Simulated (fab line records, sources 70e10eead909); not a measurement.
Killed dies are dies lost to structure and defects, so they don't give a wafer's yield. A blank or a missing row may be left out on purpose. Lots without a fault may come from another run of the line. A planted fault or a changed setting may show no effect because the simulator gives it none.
fab line records | flow nand_harc
record lots=5 wafers=15 last_day=33
route steps=1302 shown THIN_TSV@1256
lots that met no fault: from a run of the same line without faults
start_h: hours from the record's first day to the start of the lot's first wafer shown | wait_h: hours since the lot's step before | " the same as in the row above | L1.1+2: a row that stands for several wafers | - no value, or no start given | * or withheld: withheld | < > ~ a bound
route shown NAME@n: a module of which the file shows steps, and the number in the route of the first | usual: mean/standard deviation of fault-free wafers | same: alike in all rows | chamber/n: place in a boat | sites: the reading at each site | _std_site: their standard deviation | _edge_site: outer sites' mean less inner sites' | radius_mm: how far each site lies from the wafer's centre | mask NAME#n: copy n | behind: the tool/chamber that last shaped the wafer | hold: why the lot was held/for how many hours/how that ended | device: the transistor (n, p or np) that didn't switch | end of line: the same wafers' tests at the end of the route | a step without rows: its recipe alone | killed: dies lost to structure and defects at the first sort, not the wafer's yield | map: a wafer's dies, x killed, . not, _ none there
set.NAME: the setting as run; set.NAME@STEP: as run at that earlier step | model.NAME: the simulator's own value behind a step, which no gauge read
lots at some steps of the route; a table a step, a row a wafer
services: from which hour (start_h, from the record's first day; less than 0 if before it) a tool's chamber was out of use, for how many hours, and why
## steps
# step NHARC_THIN_TSV_EXPOSE_09
# recipe na=0.55 dose_mj=30.7 mask_id=TSV
# columns lot.wafer tool chamber start_h wait_h mask
L074.2+3+4 krf_scanner-01 0 575.10 - TSV#0
L083.2+5+6 krf_scanner-02 0 632.71 - TSV#0
L085.1+2+4 krf_scanner-04 0 650.98 - TSV#0
L091.1+5+6 krf_scanner-01 0 703.05 - TSV#0
L096.2+4+6 krf_scanner-02 0 759.65 - TSV#0
# step NHARC_THIN_TSV_PEB_10
# recipe peb_temp_c=118 peb_time_s=85
# usual chill_plate_temp_C=22.97/0.098
# same peb_time_s=85
# columns lot.wafer tool chamber start_h wait_h chill_plate_temp_C
L074.2 litho_track-05 0 575.16 0.1 22.80
L074.3 " 0 " " 23.01
L074.4 " 0 " " 23.02
L083.2 litho_track-02 0 632.77 0.1 22.94
L083.5 " 0 " " 23.01
L083.6 " 0 " " 22.90
L085.1 litho_track-03 0 651.05 0.1 23.11
L085.2 " 0 " " 22.90
L085.4 " 0 " " 22.91
L091.1 litho_track-05 0 703.12 0.1 23.00
L091.5 " 0 " " 23.12
L091.6 " 0 " " 23.08
L096.2 litho_track-03 0 759.71 0.1 22.83
L096.4 " 0 " " 23.02
L096.6 " 0 " " 23.00
# step NHARC_THIN_TSV_DEVELOP_11
# recipe time_s=70
# usual chill_plate_temp_C=22.98/0.11
# columns lot.wafer tool chamber start_h wait_h chill_plate_temp_C
L074.2 litho_track-05 0 - - 22.94
L074.3 " 0 " " 22.85
L074.4 " 0 " " 22.77
L083.2 litho_track-02 0 - - 22.99
L083.5 " 0 " " 22.96
L083.6 " 0 " " 23.00
L085.1 litho_track-03 0 - - 22.86
L085.2 " 0 " " 23.04
L085.4 " 0 " " 22.84
L091.1 litho_track-05 0 - - 23.03
L091.5 " 0 " " 23.05
L091.6 " 0 " " 22.87
L096.2 litho_track-03 0 - - 22.91
L096.4 " 0 " " 22.77
L096.6 " 0 " " 22.87
# step NHARC_THIN_TSV_CD_MEAS_12
# recipe target_cd_nm=1000 landing_energy_ev=500
# usual cd_nm=1000.2/1.6
# columns lot.wafer tool chamber start_h wait_h cd_nm
L074.2 cd_sem-03 0 575.25 - 999.2
L074.3 " 0 " " 1000.9
L074.4 " 0 " " 1000.4
L083.2 cd_sem-01 0 632.86 - 999.2
L083.5 " 0 " " 999.2
L083.6 " 0 " " 1003.3
L085.1 cd_sem-01 0 651.14 - 1000.4
L085.2 " 0 " " 1002.4
L085.4 " 0 " " 1002.2
L091.1 cd_sem-03 0 703.21 - 998.7
L091.5 " 0 " " 999.1
L091.6 " 0 " " 998.6
L096.2 cd_sem-01 0 759.80 - 1002.7
L096.4 " 0 " " 1001.3
L096.6 " 0 " " 1000.8
# step NHARC_THIN_TSV_HARDBAKE_13
# recipe temp_c=125 time_s=80
# usual chill_plate_temp_C=22.98/0.11
# columns lot.wafer tool chamber start_h wait_h chill_plate_temp_C
L074.2 litho_track-05 0 575.33 - 22.74
L074.3 " 0 " " 22.71
L074.4 " 0 " " 22.82
L083.2 litho_track-02 0 632.94 - 22.83
L083.5 " 0 " " 22.95
L083.6 " 0 " " 22.97
L085.1 litho_track-02 0 651.22 - 23.10
L085.2 " 0 " " 23.13
L085.4 " 0 " " 23.09
L091.1 litho_track-03 0 703.29 - 23.03
L091.5 " 0 " " 23.04
L091.6 " 0 " " 23.15
L096.2 litho_track-05 0 759.88 - 23.04
L096.4 " 0 " " 23.03
L096.6 " 0 " " 22.97
# step NHARC_THIN_TSV_DESCUM_14
# recipe time_s=3 o2_flow_sccm=200 ar_flow_sccm=0 bias_power_w=0 chemistry=O2
# usual drypump_motor_current_A=5.7/0.36 oes_product_au=1.001/0.011 rf_vpp_V=57.6/0.85 showerhead_plenum_p_Torr=1.87/0.06 throttle_valve_pct=11.311/0.0096
# columns lot.wafer tool chamber start_h wait_h drypump_motor_current_A oes_product_au rf_hours_counter_h rf_vpp_V showerhead_plenum_p_Torr throttle_valve_pct
L074.3 rie_diel-13 0 575.41 - 5.5 0.990 2.3 57.7 1.79 11.308
L074.2 " 1 " " 6.3 1.011 2.1 56.7 1.82 11.310
L074.4 " 2 " " 5.2 0.985 2.3 56.0 1.87 11.309
L083.2 rie_diel-13 0 633.02 - 5.5 0.992 4.7 57.1 1.79 11.314
L083.6 " 3 " " 5.6 1.000 - 58.2 1.93 11.294
L083.5 " 0 " " 5.5 0.992 - 57.0 1.79 11.310
L085.2 rie_diel-02 0 651.30 - 5.6 0.989 3.1 57.7 1.96 11.323
L085.4 " 1 " " 6.0 1.005 4.2 59.0 1.88 11.326
L085.1 " 3 " " 5.9 1.023 3.2 56.2 1.85 11.308
L091.1 rie_diel-03 3 703.38 - 5.7 1.006 3.9 57.6 1.86 11.331
L091.6 " 2 " " 5.8 1.023 - 58.9 1.97 11.312
L091.5 " 3 " " 5.7 1.006 - 57.5 1.86 11.315
L096.4 rie_diel-02 3 759.96 - 5.9 1.005 0.0 57.3 1.84 11.305
L096.2 " 2 " " 6.7 0.997 0.1 57.3 1.92 11.316
L096.6 " 0 " " 5.7 0.987 - 57.1 1.96 11.315
# step NHARC_THIN_TSV_ETCH_44
# recipe target_depth_a=15942 time_s=797.1 cf4_flow_sccm=150 o2_flow_sccm=10 ar_flow_sccm=0 rf_w=300 bias_w=800 chemistry=CF4/O2
# usual drypump_motor_current_A=5.8/0.38 oes_product_au=1.002/0.011 rf_vpp_V=792/3.6 showerhead_plenum_p_Torr=1.80/0.056 throttle_valve_pct=16.914/0.0089
# columns lot.wafer tool chamber start_h wait_h drypump_motor_current_A oes_product_au rf_hours_counter_h rf_vpp_V showerhead_plenum_p_Torr throttle_valve_pct
L074.2 rie_diel-13 1 575.55 0.1 6.3 1.009 2.3 789 1.75 16.918
L074.3 " 2 " " 5.2 0.995 2.4 792 1.79 16.916
L074.4 " 3 " " 5.6 1.015 2.6 795 1.85 16.913
L083.2 rie_diel-13 3 633.16 0.1 5.6 0.992 4.9 796 1.85 16.917
L083.5 " 2 " " 5.2 0.987 - 791 1.79 16.919
L083.6 " 3 " " 5.6 1.001 - 795 1.85 16.916
L085.4 rie_diel-02 2 651.45 0.1 6.7 0.995 4.5 796 1.84 16.915
L085.1 " 3 " " 5.9 1.032 3.3 791 1.77 16.920
L085.2 " 0 " " 5.6 0.992 3.2 798 1.87 16.908
L091.1 rie_diel-03 0 703.51 0.1 5.2 0.981 4.0 792 1.81 16.897
L091.5 " 3 " " 5.7 1.008 - 792 1.79 16.922
L091.6 " 0 " " 5.2 0.995 - 794 1.81 16.911
L096.4 rie_diel-02 0 760.04 0.1 5.6 0.991 0.2 797 1.87 16.902
L096.2 " 2 " " 6.7 0.987 0.2 796 1.84 16.918
L096.6 " 0 " " 5.6 0.995 - 797 1.87 16.917
# step NHARC_THIN_TSV_ETCH_15
# recipe target_depth_a=30000 bosch_target_overetch_cycles=2 bosch_etch_step_s=2.8 bosch_dep_step_s=1.2 bosch_cycles=14
# usual drypump_motor_current_A=5.69/0.28
# same bosch_dep_step_s=1.2 bosch_etch_step_s=2.8
# columns lot.wafer tool chamber start_h wait_h drypump_motor_current_A rf_hours_counter_h
L074.3 rie_si-01 3 576.06 - 5.78 0.2
L074.2 " 0 " " 5.95 0.2
L074.4 " 1 " " 5.57 0.2
L083.2 rie_si-05 2 633.70 - 5.74 0.8
L083.5 " 0 " " 6.26 -
L083.6 " 1 " " 5.63 -
L085.2 rie_si-01 2 651.96 - 5.73 0.4
L085.4 " 3 " " 5.77 0.6
L085.1 " 1 " " 5.61 0.7
L091.1 rie_si-01 2 704.04 - 5.71 0.7
L091.5 " 1 " " 5.56 -
L091.6 " 2 " " 5.67 -
L096.4 rie_si-05 1 760.61 - 5.63 0.5
L096.2 " 0 " " 6.27 0.5
L096.6 " 1 " " 5.62 -
# step NHARC_THIN_TSV_CD_MEAS_16
# usual cd_nm=1000.2/1.6
# columns lot.wafer tool chamber start_h wait_h cd_nm
L074.2 cd_sem-03 - 576.21 0.1 1000.6
L074.3 " - " " 1000.9
L074.4 " - " " 1000.3
L083.2 cd_sem-02 - 633.82 0.1 999.3
L083.5 " - " " 999.3
L083.6 " - " " 1002.6
L085.1 cd_sem-03 - 652.11 0.1 1001.1
L085.2 " - " " 1002.8
L085.4 " - " " 1001.8
L091.1 cd_sem-03 - 704.17 0.1 998.1
L091.5 " - " " 999.0
L091.6 " - " " 998.1
L096.2 cd_sem-02 - 760.76 0.1 1003.1
L096.4 " - " " 1000.8
L096.6 " - " " 1001.1
# step NHARC_THIN_TSV_STRIP_45
# recipe power_w=1500 temp_c=250 chemistry=O2
# usual drypump_motor_current_A=5.6/0.45 heater_power_w=314/26
# columns lot.wafer tool chamber start_h wait_h drypump_motor_current_A heater_power_w rf_hours_counter_h
L074.2 plasma_asher-01 0 576.28 0.1 5.7 309 10
L074.4 " 0 " " 5.7 294 -
L074.3 " 1 " " 5.1 299 -
L083.2 plasma_asher-02 1 633.89 0.1 6.2 379 4
L083.5 " 1 " " 6.2 365 -
L083.6 " 0 " " 6.1 314 -
L085.2 plasma_asher-01 0 652.28 0.2 5.6 306 27
L085.1 " 1 " " 5.1 298 27
L085.4 " 0 " " 5.7 305 -
L091.1 plasma_asher-02 1 704.74 0.6 6.2 365 21
L091.5 " 1 " " 6.2 380 -
L091.6 " 0 " " 6.1 320 -
L096.2 plasma_asher-02 0 760.83 0.1 6.1 314 32
L096.4 " 0 " " 6.2 311 -
L096.6 " 1 " " 6.2 365 -
# step NHARC_THIN_TSV_STRIP_46
# recipe time_s=1200 temp_c=72.5 chemistry=post_etch_residue_remover
# usual bath_guard_temp_C=72.7/0.54
# columns lot.wafer tool chamber start_h wait_h bath_guard_temp_C
L074.4 wet_bench-10 4 576.65 0.2 72.4
L074.3 " 5 " " 73.1
L074.2 " 6 " " 72.5
L083.2 wet_bench-10 6 634.25 0.3 72.2
L083.6 " 7 " " 72.9
L083.5 " 0 " " 72.3
L085.1 wet_bench-10 2 652.65 0.3 72.3
L085.2 " 3 " " 73.6
L085.4 " 5 " " 73.4
L091.6 wet_bench-10 4 705.09 0.1 72.0
L091.5 " 6 " " 72.4
L091.1 " 0 " " 72.2
L096.4 wet_bench-10 7 761.19 0.2 72.8
L096.2 " 0 " " 72.2
L096.6 " 3 " " 73.1
# step NHARC_THIN_TSV_DEP_47
# recipe target_thk_a=2000 temp_c=withheld pressure_torr=6.5 rf_w=900 teos_flow_sccm=161.4 flow_sccm=2650 target_thk_nm=200 gas=O2 material=SiO2
# usual throttle_valve_pct=15.9/0.75
# columns lot.wafer tool chamber start_h wait_h since_wet_clean_h throttle_valve_pct
L074.2 pecvd-04 0 577.09 - 114 17.3
L074.3 " 2 " " 114 16.3
L074.4 " 1 " " - 14.8
L083.2 pecvd-02 0 634.69 - 30 16.0
L083.6 " 0 " " - 15.8
L083.5 " 1 " " - 15.1
L085.2 pecvd-01 0 653.09 - 148 15.2
L085.1 " 2 " " 148 16.4
L085.4 " 2 " " - 16.2
L091.1 pecvd-04 0 705.58 - 62 16.7
L091.6 " 2 " " - 16.4
L091.5 " 1 " " - 14.5
L096.2 pecvd-01 2 761.67 - 75 16.2
L096.6 " 1 " " - 15.9
L096.4 " 0 " " - 15.5
# step NHARC_THIN_TSV_ETCHBACK_48
# recipe target_depth_a=10285 over_etch_frac=0.3 time_s=405.17 ion_energy_ev=250 c4f8_flow_sccm=withheld ar_flow_sccm=withheld rf_w=600 bias_w=300 chemistry=C4F8/Ar
# usual oes_product_au=0.937/0.029 rf_vpp_V=545.5/2.3
# columns lot.wafer tool chamber start_h wait_h oes_product_au rf_hours_counter_h rf_vpp_V
L074.2 rie_diel-03 2 577.49 - 0.935 6.9 549.8
L074.3 " 3 " " 0.929 7.0 545.3
L074.4 " 0 " " 0.924 7.5 546.3
L083.2 rie_diel-13 3 635.34 0.6 0.918 5.3 548.2
L083.6 " 0 " " 0.918 - 542.1
L083.5 " 1 " " 0.924 - 543.6
L085.4 rie_diel-13 3 653.52 - 0.915 6.4 547.3
L085.2 " 0 " " 0.920 6.1 542.6
L085.1 " 1 " " 0.923 6.1 543.1
L091.1 rie_diel-13 1 705.93 - 0.996 0.1 542.7
L091.6 " 1 " " 0.998 - 543.4
L091.5 " 2 " " 1.011 - 545.0
L096.4 rie_diel-02 3 762.06 - 0.970 0.3 543.7
L096.2 " 0 " " 0.954 0.6 548.4
L096.6 " 3 " " 0.976 - 544.9
# step NHARC_THIN_TSV_STRIP_62
# recipe power_w=1500 temp_c=250 time_s=20 chemistry=N2/H2
# usual drypump_motor_current_A=5.6/0.45 heater_power_w=316/28
# columns lot.wafer tool chamber start_h wait_h drypump_motor_current_A heater_power_w rf_hours_counter_h
L074.2 plasma_asher-01 0 577.84 - 5.6 303 10
L074.3 " 0 " " 5.6 304 -
L074.4 " 1 " " 5.1 293 -
L083.2 plasma_asher-02 0 635.61 - 6.2 315 5
L083.6 " 1 " " 6.2 380 -
L083.5 " 0 " " 6.1 312 -
L085.1 plasma_asher-01 1 653.85 - 5.1 285 28
L085.2 " 0 " " 5.6 301 28
L085.4 " 0 " " 5.6 309 -
L091.1 plasma_asher-01 1 706.29 - 5.1 288 0
L091.5 " 1 " " 5.1 296 -
L091.6 " 0 " " 5.6 316 -
L096.2 plasma_asher-02 0 762.41 - 6.1 321 32
L096.4 " 0 " " 6.1 314 -
L096.6 " 1 " " 6.2 369 -
# step NHARC_THIN_TSV_DEGAS_49
# recipe temp_c=300 time_s=120
# usual heater_power_w=467/38
# columns lot.wafer tool chamber start_h wait_h heater_power_w
L074.2 pvd_sputter-01 - 578.01 0.1 409
L074.4 " - " " 532
L074.3 " - " " 439
L083.2 pvd_sputter-02 - 635.75 0.1 466
L083.5 " - " " 462
L083.6 " - " " 442
L085.1 pvd_sputter-03 - 654.02 0.1 481
L085.4 " - " " 491
L085.2 " - " " 420
L091.1 pvd_sputter-03 - 706.47 0.2 489
L091.6 " - " " 488
L091.5 " - " " 486
L096.4 pvd_sputter-02 - 762.56 0.1 412
L096.2 " - " " 461
L096.6 " - " " 446
# step NHARC_THIN_TSV_PRE_CLEAN_50
# recipe time_s=30 temp_c=280 gas=H2/He
# usual heater_power_w=408/32
# columns lot.wafer tool chamber start_h wait_h heater_power_w
L074.3 pvd_sputter-01 - - - 392
L074.4 " - " " 464
L074.2 " - " " 448
L083.2 pvd_sputter-02 - - - 408
L083.6 " - " " 411
L083.5 " - " " 379
L085.1 pvd_sputter-03 - - - 427
L085.4 " - " " 436
L085.2 " - " " 380
L091.1 pvd_sputter-03 - - - 419
L091.5 " - " " 454
L091.6 " - " " 378
L096.4 pvd_sputter-02 - - - 417
L096.2 " - " " 350
L096.6 " - " " 414
# step NHARC_THIN_TSV_PVD_19
# recipe target_thk_a=200 chamber_pressure_pa=5 material=TaN
# usual throttle_valve_pct=30.1/0.77
# columns lot.wafer tool chamber start_h wait_h throttle_valve_pct
L074.3 pvd_sputter-01 - - - 28.7
L074.4 " - " " 30.3
L074.2 " - " " 31.6
L083.2 pvd_sputter-02 - - - 30.0
L083.6 " - " " 29.9
L083.5 " - " " 30.3
L085.4 pvd_sputter-03 - - - 31.1
L085.2 " - " " 29.5
L085.1 " - " " 30.9
L091.1 pvd_sputter-03 - - - 29.0
L091.5 " - " " 30.6
L091.6 " - " " 30.9
L096.4 pvd_sputter-02 - - - 30.0
L096.2 " - " " 30.8
L096.6 " - " " 30.4
# step NHARC_THIN_TSV_PVD_51
# recipe target_thk_a=1000 chamber_pressure_pa=5 material=Cu
# usual throttle_valve_pct=30.1/0.75
# columns lot.wafer tool chamber start_h wait_h throttle_valve_pct
L074.3 pvd_sputter-01 - - - 28.8
L074.2 " - " " 30.3
L074.4 " - " " 31.4
L083.2 pvd_sputter-02 - - - 30.6
L083.5 " - " " 30.1
L083.6 " - " " 30.3
L085.1 pvd_sputter-03 - - - 30.6
L085.2 " - " " 30.9
L085.4 " - " " 29.1
L091.1 pvd_sputter-03 - - - 30.9
L091.5 " - " " 30.9
L091.6 " - " " 30.7
L096.4 pvd_sputter-02 - - - 30.2
L096.2 " - " " 31.0
L096.6 " - " " 30.1
# step NHARC_THIN_TSV_ECD_20
# recipe target_thk_a=20000 material=Cu
# columns lot.wafer tool chamber start_h wait_h
L074.2+3+4 ecd_cu-02 0,1,0 578.57 -
L083.2+6+5 ecd_cu-02 1,0,1 636.31 -
L085.2+1+4 ecd_cu-02 1,0,0 654.47 -
L091.1+5+6 ecd_cu-01 1,0,1 707.02 -
L096.2+4+6 ecd_cu-02 0,1,0 763.11 -
# step NHARC_THIN_TSV_ANNEAL_52
# recipe temp_c=225 time_s=90
# usual wafer_temp_C_max=225.8/0.42
# columns lot.wafer tool chamber start_h wait_h wafer_temp_C_max
L074.2 rtp_anneal-02 0 579.24 0.6 225.5
L074.3 " 0 " " 225.2
L074.4 " 0 " " 225.3
L083.2 rtp_anneal-01 0 636.99 0.6 226.1
L083.5 " 0 " " 226.7
L083.6 " 0 " " 226.4
L085.1 rtp_anneal-02 0 655.20 0.5 225.5
L085.2 " 0 " " 225.6
L085.4 " 0 " " 225.8
L091.1 rtp_anneal-01 0 707.64 0.5 226.4
L091.5 " 0 " " 226.0
L091.6 " 0 " " 226.1
L096.2 rtp_anneal-01 0 763.80 0.6 226.1
L096.4 " 0 " " 226.1
L096.6 " 0 " " 226.3
# step NHARC_THIN_TSV_CMP_21
# recipe t_overpolish_s=30 target_thk_nm=2000
# usual motor_current_A=11.8/1.3 overpolish_run_s=30.000/0.0088
# columns lot.wafer tool chamber start_h wait_h motor_current_A overpolish_run_s
L074.2 cmp-03 3 579.57 - 9.8 30.008
L074.4 " 0 " " 13.3 29.999
L074.3 " 1 " " 11.4 29.993
L083.2 cmp-02 1 637.32 - 13.6 29.992
L083.6 " 0 " " 10.6 30.002
L083.5 " 1 " " 14.0 29.992
L085.2 cmp-02 0 655.55 - 10.5 30.000
L085.4 " 1 " " 13.7 30.005
L085.1 " 3 " " 13.1 30.005
L091.1 cmp-01 0 707.99 - 12.8 30.006
L091.5 " 0 " " 13.7 30.004
L091.6 " 1 " " 11.4 30.002
L096.4 cmp-02 3 764.10 - 13.0 29.984
L096.2 " 1 " " 13.3 29.989
L096.6 " 0 " " 10.3 29.993
# step NHARC_THIN_TSV_SRD_23
# columns lot.wafer tool chamber start_h wait_h
L074.2+4+3 wet_bench-08 1,4,5 579.90 0.0
L083.6+5+2 wet_bench-10 2,3,4 637.65 0.0
L085.2+1+4 wet_bench-10 7,0,3 655.91 0.0
L091.6+1+5 wet_bench-08 4,5,6 708.35 0.0
L096.2+4+6 wet_bench-08 2,5,7 764.46 0.0
# step NHARC_THIN_TSV_DEGAS_53
# recipe temp_c=300 time_s=60
# usual heater_power_w=468/40
# columns lot.wafer tool chamber start_h wait_h heater_power_w
L074.4 pvd_sputter-01 - 579.99 0.1 502
L074.3 " - " " 450
L074.2 " - " " 414
L083.2 pvd_sputter-01 - 637.74 0.1 404
L083.5 " - " " 408
L083.6 " - " " 533
L085.4 pvd_sputter-03 - 656.00 0.1 513
L085.1 " - " " 492
L085.2 " - " " 490
L091.1 pvd_sputter-02 - 708.48 0.1 434
L091.6 " - " " 475
L091.5 " - " " 497
L096.2 pvd_sputter-02 - 764.56 0.1 492
L096.4 " - " " 440
L096.6 " - " " 470
# step NHARC_THIN_TSV_PRE_CLEAN_54
# recipe time_s=30 temp_c=280 gas=H2/He
# usual heater_power_w=412/36
# columns lot.wafer tool chamber start_h wait_h heater_power_w
L074.3 pvd_sputter-01 - 580.07 0.1 445
L074.4 " - " " 398
L074.2 " - " " 473
L083.2 pvd_sputter-01 - 637.82 0.1 387
L083.5 " - " " 386
L083.6 " - " " 353
L085.1 pvd_sputter-03 - 656.08 0.0 418
L085.2 " - " " 424
L085.4 " - " " 373
L091.1 pvd_sputter-02 - 708.54 0.1 417
L091.5 " - " " 360
L091.6 " - " " 379
L096.2 pvd_sputter-02 - 764.64 0.1 358
L096.4 " - " " 393
L096.6 " - " " 447
# step NHARC_THIN_TSV_PVD_55
# recipe target_thk_a=500 material=TiN
# columns lot.wafer tool chamber start_h wait_h
L074.2+3+4 pvd_sputter-01 - 580.15 0.0
L083.2+5+6 pvd_sputter-01 - 637.90 0.1
L085.2+4+1 pvd_sputter-03 - 656.17 0.1
L091.1+5+6 pvd_sputter-02 - 708.61 0.1
L096.2+4+6 pvd_sputter-02 - 764.70 0.1
# step NHARC_THIN_TSV_PVD_24
# recipe target_thk_a=8000 power_w=withheld chamber_pressure_pa=withheld substrate_temp_c=withheld time_s=withheld gas=Ar material=Al
# columns lot.wafer tool chamber start_h wait_h
L074.3+2+4 pvd_sputter-01 - 580.35 0.2
L083.2+5+6 pvd_sputter-01 - 638.05 0.1
L085.1+4+2 pvd_sputter-02 - 656.30 0.1
L091.1+5+6 pvd_sputter-02 - 708.85 0.2
L096.2+4+6 pvd_sputter-02 - 764.85 0.1
# step NHARC_THIN_TSV_DEHYDRATE_25
# recipe temp_c=150 time_s=120
# usual chill_plate_temp_C=22.97/0.097
# columns lot.wafer tool chamber start_h wait_h chill_plate_temp_C
L074.2 litho_track-05 0 580.71 - 22.78
L074.3 " 0 " " 23.01
L074.4 " 0 " " 22.95
L083.2 litho_track-05 0 638.47 - 22.86
L083.5 " 0 " " 22.89
L083.6 " 0 " " 22.86
L085.1 litho_track-02 0 656.72 - 22.94
L085.2 " 0 " " 22.99
L085.4 " 0 " " 23.15
L091.1 litho_track-03 0 709.18 - 23.21
L091.5 " 0 " " 22.94
L091.6 " 0 " " 23.05
L096.2 litho_track-03 0 765.27 - 22.99
L096.4 " 0 " " 23.01
L096.6 " 0 " " 22.77
# step NHARC_THIN_TSV_HMDS_26
# recipe time_s=30
# usual chill_plate_temp_C=23.00/0.11
# columns lot.wafer tool chamber start_h wait_h chill_plate_temp_C
L074.2 litho_track-05 0 - - 23.06
L074.3 " 0 " " 22.97
L074.4 " 0 " " 22.91
L083.2 litho_track-05 0 - - 22.88
L083.5 " 0 " " 22.88
L083.6 " 0 " " 23.10
L085.1 litho_track-02 0 - - 23.10
L085.2 " 0 " " 23.20
L085.4 " 0 " " 23.05
L091.1 litho_track-03 0 - - 23.07
L091.5 " 0 " " 22.93
L091.6 " 0 " " 22.98
L096.2 litho_track-03 0 - - 22.89
L096.4 " 0 " " 22.99
L096.6 " 0 " " 23.09
# step NHARC_THIN_TSV_COAT_27
# recipe spin_rpm=*
# usual chill_plate_temp_C=23.01/0.13
# columns lot.wafer tool chamber start_h wait_h chill_plate_temp_C
L074.2 litho_track-05 0 - - 22.86
L074.3 " 0 " " 23.02
L074.4 " 0 " " 23.01
L083.2 litho_track-05 0 - - 22.91
L083.5 " 0 " " 22.81
L083.6 " 0 " " 22.77
L085.1 litho_track-02 0 - - 23.18
L085.2 " 0 " " 23.26
L085.4 " 0 " " 23.16
L091.1 litho_track-03 0 - - 23.08
L091.5 " 0 " " 23.11
L091.6 " 0 " " 23.03
L096.2 litho_track-03 0 - - 22.98
L096.4 " 0 " " 22.93
L096.6 " 0 " " 22.95
# step NHARC_THIN_TSV_SOFTBAKE_28
# recipe temp_c=122 time_s=95
# usual chill_plate_temp_C=23.01/0.11
# columns lot.wafer tool chamber start_h wait_h chill_plate_temp_C
L074.2 litho_track-05 0 - - 23.11
L074.3 " 0 " " 23.00
L074.4 " 0 " " 22.89
L083.2 litho_track-05 0 - - 22.97
L083.5 " 0 " " 22.97
L083.6 " 0 " " 22.96
L085.1 litho_track-02 0 - - 22.92
L085.2 " 0 " " 23.07
L085.4 " 0 " " 22.92
L091.1 litho_track-03 0 - - 23.00
L091.5 " 0 " " 22.94
L091.6 " 0 " " 23.03
L096.2 litho_track-03 0 - - 23.04
L096.4 " 0 " " 22.94
L096.6 " 0 " " 22.98
# step NHARC_THIN_TSV_EBR_29
# usual chill_plate_temp_C=23.00/0.1
# columns lot.wafer tool chamber start_h wait_h chill_plate_temp_C
L074.2 litho_track-05 0 - - 23.01
L074.3 " 0 " " 23.06
L074.4 " 0 " " 23.06
L083.2 litho_track-05 0 - - 23.12
L083.5 " 0 " " 22.91
L083.6 " 0 " " 22.92
L085.1 litho_track-02 0 - - 23.13
L085.2 " 0 " " 22.86
L085.4 " 0 " " 22.97
L091.1 litho_track-03 0 - - 22.95
L091.5 " 0 " " 22.98
L091.6 " 0 " " 23.11
L096.2 litho_track-03 0 - - 23.10
L096.4 " 0 " " 23.13
L096.6 " 0 " " 23.09
# step NHARC_THIN_TSV_EXPOSE_30
# recipe na=0.55 dose_mj=11.47 mask_id=PAD
# columns lot.wafer tool chamber start_h wait_h mask
L074.2+3+4 krf_scanner-02 0 580.98 - PAD#0
L083.2+5+6 krf_scanner-02 0 638.62 - PAD#0
L085.1+2+4 krf_scanner-04 0 656.87 - PAD#0
L091.1+5+6 krf_scanner-02 0 709.45 - PAD#0
L096.2+4+6 krf_scanner-01 0 765.54 - PAD#0
# step NHARC_THIN_TSV_PEB_31
# recipe peb_temp_c=118 peb_time_s=85
# usual chill_plate_temp_C=22.99/0.088
# same peb_time_s=85
# columns lot.wafer tool chamber start_h wait_h chill_plate_temp_C
L074.2 litho_track-05 0 581.05 0.1 22.93
L074.3 " 0 " " 23.19
L074.4 " 0 " " 23.09
L083.2 litho_track-02 0 638.68 0.1 22.95
L083.5 " 0 " " 22.86
L083.6 " 0 " " 23.08
L085.1 litho_track-03 0 656.93 0.1 22.94
L085.2 " 0 " " 22.77
L085.4 " 0 " " 22.95
L091.1 litho_track-02 0 709.51 0.1 22.98
L091.5 " 0 " " 22.99
L091.6 " 0 " " 22.95
L096.2 litho_track-02 0 765.61 0.1 22.88
L096.4 " 0 " " 23.02
L096.6 " 0 " " 23.02
# step NHARC_THIN_TSV_DEVELOP_32
# recipe time_s=70
# usual chill_plate_temp_C=23.00/0.13
# columns lot.wafer tool chamber start_h wait_h chill_plate_temp_C
L074.2 litho_track-05 0 - - 23.10
L074.3 " 0 " " 23.21
L074.4 " 0 " " 22.95
L083.2 litho_track-02 0 - - 23.01
L083.5 " 0 " " 23.02
L083.6 " 0 " " 22.84
L085.1 litho_track-03 0 - - 22.89
L085.2 " 0 " " 22.87
L085.4 " 0 " " 22.95
L091.1 litho_track-02 0 - - 23.09
L091.5 " 0 " " 23.13
L091.6 " 0 " " 23.24
L096.2 litho_track-02 0 - - 23.18
L096.4 " 0 " " 23.02
L096.6 " 0 " " 22.93
# step NHARC_THIN_TSV_CD_MEAS_33
# recipe target_cd_nm=5000 landing_energy_ev=500
# usual cd_nm=5000.3/1.5
# columns lot.wafer tool chamber start_h wait_h cd_nm
L074.2 cd_sem-03 0 581.14 - 4998.5
L074.3 " 0 " " 5000.4
L074.4 " 0 " " 4997.8
L083.2 cd_sem-02 0 638.77 - 5001.7
L083.5 " 0 " " 5001.7
L083.6 " 0 " " 5001.4
L085.1 cd_sem-01 0 657.02 - 4998.9
L085.2 " 0 " " 4998.9
L085.4 " 0 " " 5001.3
L091.1 cd_sem-02 0 709.60 - 5001.9
L091.5 " 0 " " 4999.0
L091.6 " 0 " " 4999.5
L096.2 cd_sem-03 0 765.70 - 5000.9
L096.4 " 0 " " 5001.5
L096.6 " 0 " " 5003.5
# step NHARC_THIN_TSV_HARDBAKE_34
# recipe temp_c=125 time_s=80
# usual chill_plate_temp_C=23.00/0.085
# columns lot.wafer tool chamber start_h wait_h chill_plate_temp_C
L074.2 litho_track-05 0 581.22 - 23.09
L074.3 " 0 " " 22.97
L074.4 " 0 " " 22.92
L083.2 litho_track-03 0 638.85 - 23.04
L083.5 " 0 " " 22.96
L083.6 " 0 " " 22.92
L085.1 litho_track-03 0 657.10 - 22.94
L085.2 " 0 " " 22.93
L085.4 " 0 " " 22.90
L091.1 litho_track-03 0 709.68 - 22.87
L091.5 " 0 " " 22.99
L091.6 " 0 " " 22.97
L096.2 litho_track-05 0 765.78 - 22.89
L096.4 " 0 " " 23.06
L096.6 " 0 " " 23.05
## services
# columns tool chamber start_h hours kind
rie_diel-02 2 554.71 12.9 repair
pvd_sputter-03 - 558.79 1.7 repair
wet_bench-10 - 559.43 1.4 repair
krf_scanner-02 - 569.38 0.7 repair
rie_diel-02 - 570.70 9.0 pm
litho_track-02 - 577.00 7.0 pm
pvd_sputter-01 - 582.00 10.0 pm
pvd_sputter-03 - 599.04 1.9 repair
plasma_asher-02 - 603.00 9.0 pm
krf_scanner-02 - 612.09 4.0 pm
litho_track-03 - 625.00 7.0 pm
pvd_sputter-02 - 638.00 10.0 pm
litho_track-05 - 649.00 7.0 pm
pvd_sputter-03 - 656.29 9.2 repair
wet_bench-10 - 663.20 8.0 pm
rie_diel-13 - 696.00 9.0 pm
pvd_sputter-03 - 711.81 10.0 pm
rie_diel-13 1 712.03 11.7 repair
pvd_sputter-02 - 725.26 8.4 repair
pvd_sputter-03 - 731.03 3.7 repair
pvd_sputter-03 - 740.45 4.4 repair
litho_track-02 - 752.00 7.0 pm
pvd_sputter-01 - 756.98 2.0 repair
pvd_sputter-01 - 760.00 10.0 pm
## key
fault none
